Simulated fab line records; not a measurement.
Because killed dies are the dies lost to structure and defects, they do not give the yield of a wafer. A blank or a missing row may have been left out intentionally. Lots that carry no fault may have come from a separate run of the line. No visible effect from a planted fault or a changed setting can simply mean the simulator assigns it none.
One fault through the eyes of 2 desks	flow n5_finfet	every desk sees just its own numbers, and what lay behind them comes last

== THE METROLOGY DESK ==
What the gauges read for every lot (on any tool): the sampled wafers with a number, averaged. A lot is out of limits, marked OUT, if its mean lies more than 4 standard deviations from the usual mean; the brackets give that distance.
Columns: A = cd_nm at N5_PASSIVATION_CD_MEAS_10, usual 3000.3 nm
lot	first seen here	A
L906	day 12 23:59	3002.9
L907	day 13 04:52	3000.7
L909	day 13 12:46	2998.6
L908	day 13 23:43	2999.4
L911	day 13 23:53	3000.4
L910	day 14 00:23	3003.9
L912	day 14 05:20	3007.2
L914	day 14 06:20	3003.9
L923	day 17 18:05	2998.6
L924	day 18 08:03	3002.2
L927	day 19 02:34	3000.6
L929	day 19 07:16	2999.5
L928	day 19 07:24	3001.4
This desk's verdict: no lot among the 13 shows anything out of limits.

== THE DEFECT DESK ==
Per lot, the means of the sampled wafers with a number show what the inspections along the route counted. A lot is out of limits, marked OUT, if its mean lies more than 4 standard deviations from the usual mean; the brackets give that distance.
Columns: A = raw_defect_count at N5_BEOL_M15_INSPECT_55, usual 76
lot	first seen here	A
L906	day 12 16:23	56
L907	day 12 21:34	47
L909	day 13 03:14	69
L908	day 13 14:34	74
L911	day 13 17:41	65
L910	day 13 18:09	74
L912	day 13 23:14	116
L914	day 13 23:42	72
L923	day 17 10:46	66
L924	day 18 00:58	51
L927	day 18 17:37	58
L928	day 19 00:49	82
L929	day 19 01:01	56
This desk's verdict: no lot among the 13 shows anything out of limits.

== ALL TOGETHER ==
From the metrology desk's view, nothing was out of limits.
Nothing the defect desk looked at was out of limits.

== WHAT THE SIMULATOR HAD INSERTED ==
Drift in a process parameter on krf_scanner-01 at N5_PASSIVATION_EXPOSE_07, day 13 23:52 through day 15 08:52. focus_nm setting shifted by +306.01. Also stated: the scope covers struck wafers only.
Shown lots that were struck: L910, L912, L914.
